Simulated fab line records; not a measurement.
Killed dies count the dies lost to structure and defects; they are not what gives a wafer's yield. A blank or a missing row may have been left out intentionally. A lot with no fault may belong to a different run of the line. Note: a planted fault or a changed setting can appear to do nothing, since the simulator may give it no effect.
Struck lot and sound lot, side by side / flow n5 finfet / 37 steps out of a route of 1938
Sound: these wafers, L928.2, L928.3, L928.4. The struck wafers were L920.1, L920.2, L920.3. The cause is named last.
Each step with rows lists, per side, the tool, then ch with its chambers, then its first start. Under that, the readings that differ: sound wafers / struck wafers / difference of the means / sigmas: that difference in standard deviations of wafers without a fault.
alike: words and numbers the same on both sides, and readings whose means are apart by under 2 such deviations; not compared: readings that were withheld, readings missing a value for some wafer, numbers with overlapping values and no deviation given by the record, and bounds like >300 which may hide the same value.
Wherever a step has rows on one side only, a row that says differs or no value, or a row with sigmas, the two part there. Non-overlapping numbers with no deviation appear without sigmas and do not part them. A reading missing from all wafers of one side parts the sides only when that side holds two or more wafers.

first, 9 steps without rows for these wafers: N5_BEOL_M4_ANNEAL_95 (time 240 s); N5_BEOL_M4_SPUTTER_96 (material Cu, target thk 4.5 nm, time 8.29 s); N5_BEOL_M4_ECD_50 (material Cu, target thk 300 nm); N5_BEOL_M4_ANNEAL_51 (time 90 s); N5_BEOL_M4_CMP_52 (polishes, stops on SiOC, t overpolish 6.8 s, target thk 40 nm); N5_BEOL_M4_PRE_CLEAN_60 (time 15 s); N5_BEOL_M4_CO_CAP_55 (material Co, precursor CCTBA/H2, target thk 2 nm, time 102.1 s); N5_BEOL_M4_PRE_CLEAN_56 (time 15 s); N5_BEOL_M4_DEP_57 (deposits SiCN from 3MS/NH3, target thk 8 nm, time 14 s).
N5_BEOL_M4_RC_MEAS_101:
  sound on prober-01 ch 0, day 14 14:32; struck on prober-01 ch 0, day 12 22:23
  alike: DIBL_N, DIBL_P, IOFF_N, IOFF_P, ION_N, ION_P, SS_N, SS_P, VT_N, VT_P
then, 24 steps without rows for these wafers: N5_BEOL_M5_ILD_DEP_00 (deposits SiCOH lowk from DEMS/porogen, target thk 140.64 nm, time 25.9 s); N5_BEOL_M5_CURE_79 (cures SiCOH lowk, time 240 s); N5_BEOL_M5_PECVD_70 (deposits SiO2 from TEOS/O2, target thk 16 nm, time 18 s); N5_BEOL_M5_HM_DEP_02 (deposits TiN, target thk 20 nm); N5_BEOL_M5_COAT_59 (time 60 s, resist thk 60 nm); N5_BEOL_M5_COAT_60 (time 60 s, resist thk 12 nm); N5_BEOL_M5_COAT_71 (time 60 s, resist thk 5 nm); N5_BEOL_M5_COAT_05 (resist thk 30 nm); N5_BEOL_M5_EBR_07; N5_BEOL_M5_SOFTBAKE_06 (time 60 s); N5_BEOL_M5_EXPOSE_08 (exposes mask M5, target cd 28 nm); N5_BEOL_M5_PEB_09 (peb time 60 s); N5_BEOL_M5_DEVELOP_10 (develop time 30 s); N5_BEOL_M5_DESCUM_16 (chemistry O2, time 7 s); N5_BEOL_M5_ETCH_72 (etches underlayer in N2/H2, target depth 6.5 nm, time 5.2 s); N5_BEOL_M5_ETCH_61 (etches SiARC in CF4, target depth 15.6 nm, time 26 s); N5_BEOL_M5_ETCH_62 (etches SOC in N2/H2, target depth 75 nm, overetch 15 nm, time 112.5 s); N5_BEOL_M5_STRIP_63 (strips in N2/H2); N5_BEOL_M5_STRIP_73 (strips in N2/H2); N5_BEOL_M5_STRIP_64 (strips in CF4); N5_BEOL_M5_HM_OPEN_17 (chemistry Cl2/BCl3, target TiN, target depth 20 nm, overetch 6 nm); N5_BEOL_M5_STRIP_19 (strips in O2); N5_BEOL_M5_COAT_65 (time 60 s, resist thk 60 nm); N5_BEOL_M5_COAT_66 (time 60 s, resist thk 12 nm).
-- record jumps: 3 days separate the struck wafers' starts on either side; left off in module BEOL_M5, taken up again in module BEOL_M11, whose first shown step is the route's number 1593 --
N5_BEOL_M11_SPUTTER_48: material Cu, target thk 12 nm, time 2 s.
  struck on pvd sputter-01, day 15 12:31; sound on pvd sputter-03, day 17 03:56
  no value came back on the struck wafers for bias v (V), cathode dc power W (W), throttle valve pct (%); on the sound wafers bias v (V) reads 60.6 60.4 59.7
N5_BEOL_M11_CMP_52: polishes, stops on SiCOH lowk, t overpolish 7 s, target thk 140 nm.
  sound on cmp-03 ch 1,2,3, day 17 04:27; struck on cmp-01 ch 0,1,3, day 15 13:37
reading=time to endpoint s (s); sound=71.7 66.1 65.3; struck=0.0 0.1 0.0; difference=-67.7; sigmas=-24
  alike: motor current A
N5_PASSIVATION_PROBE_49:
  record: rows for the struck wafers here (prober-02, day 17 04:38), none for the sound ones

== WHERE THEY PART ==
At N5_BEOL_M11_SPUTTER_48 first; at N5_PASSIVATION_PROBE_49 last (within this record only).

WHY: what had been put in by the simulator
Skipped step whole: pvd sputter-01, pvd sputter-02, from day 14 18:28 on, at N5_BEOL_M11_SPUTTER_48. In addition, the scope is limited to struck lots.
